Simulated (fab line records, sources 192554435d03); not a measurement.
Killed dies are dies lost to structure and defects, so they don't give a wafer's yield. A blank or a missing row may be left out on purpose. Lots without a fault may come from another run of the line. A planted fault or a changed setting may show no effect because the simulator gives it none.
Chamber matching | flow n5_finfet | N5_HKMG_FIN_STRIP_89 on rie_diel-04: 4 sister chambers
The step strips SOC in N2/H2, time 20 s. 20 wafers are shown with their chamber, then 10 later ones without.

WAFERS WITH THEIR CHAMBER
wafer  | chamber | throttle_valve_pct (%) | drypump_motor_current_A (A) | oes_product_au (a.u.)
L076.3 | 1       | 18.4                   | 6.0                         | 0.90
L076.5 | 2       | 19.3                   | 5.9                         | 0.85
L076.6 | 1       | 18.4                   | 6.0                         | 0.90
L079.1 | 0       | 18.5                   | 5.4                         | 0.90
L079.4 | 0       | 18.5                   | 5.5                         | 0.90
L079.6 | 2       | 19.3                   | 5.9                         | 0.84
L081.3 | 2       | 19.3                   | 6.0                         | 0.83
L081.5 | 1       | 18.4                   | 6.0                         | 0.89
L081.6 | 0       | 18.6                   | 5.4                         | 0.89
L083.1 | 1       | 18.4                   | 6.0                         | 0.90
L083.4 | 0       | 18.6                   | 5.4                         | 0.89
L083.5 | 3       | 19.0                   | 5.6                         | 0.68
L084.1 | 0       | 18.6                   | 5.4                         | 0.88
L084.2 | 2       | 19.3                   | 5.9                         | 0.83
L084.6 | 2       | 19.3                   | 5.9                         | 0.83
L086.1 | 0       | 18.6                   | 5.4                         | 0.88
L086.2 | 1       | 18.4                   | 6.0                         | 0.87
L086.3 | 2       | 19.3                   | 5.9                         | 0.82
L086.4 | 2       | 19.3                   | 5.9                         | 0.82
L086.5 | 0       | 18.6                   | 5.5                         | 0.88

SIGNATURES (means of the wafers above)
reading                 | chamber 0 | chamber 1 | chamber 2 | chamber 3 | scatter within a chamber
throttle_valve_pct      | 18.571    | 18.400    | 19.300    | 19.000    | 0.0299
drypump_motor_current_A | 5.429     | 6.000     | 5.914     | 5.600     | 0.0378
oes_product_au          | 0.8886    | 0.8920    | 0.8314    | 0.6800    | 0.0108
Rule: a wafer's distance from a chamber is the root of the sum, over the readings, of the square of ((its reading less the chamber's mean) divided by the reading's scatter). The wafer belongs to the nearest chamber; if the next one is less than 2 further off, it can't be placed. The scatter: the root of (the sum of the squares of (reading less its chamber's mean) over the shown wafers, divided by (wafers less chambers)).

WAFERS WITHOUT THEIR CHAMBER
wafer  | throttle_valve_pct (%) | drypump_motor_current_A (A) | oes_product_au (a.u.)
L086.6 | 18.4                   | 6.0                         | 0.87
L090.2 | 18.4                   | 6.0                         | 0.86
L090.3 | 18.6                   | 5.6                         | 0.97
L090.6 | 19.3                   | 5.9                         | 0.81
L093.1 | 18.6                   | 5.6                         | 0.94
L093.5 | 19.3                   | 5.9                         | 0.81
L093.6 | 18.6                   | 5.6                         | 0.95
L096.1 | 18.6                   | 5.6                         | 0.92
L096.3 | 18.6                   | 5.4                         | 0.84
L096.6 | 19.3                   | 5.9                         | 0.79

WHICH CHAMBER EACH WENT THROUGH
wafer  | from the rows above | in truth
L086.6 | 1                   | 1
L090.2 | 1                   | 1
L090.3 | 0                   | 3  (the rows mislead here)
L090.6 | 2                   | 2
L093.1 | 0                   | 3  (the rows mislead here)
L093.5 | 2                   | 2
L093.6 | 0                   | 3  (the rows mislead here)
L096.1 | 0                   | 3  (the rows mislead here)
L096.3 | 0                   | 0
L096.6 | 2                   | 2
Placed correctly: 6 of 10. Can't be placed from these rows: 0. Placed wrongly: 4.
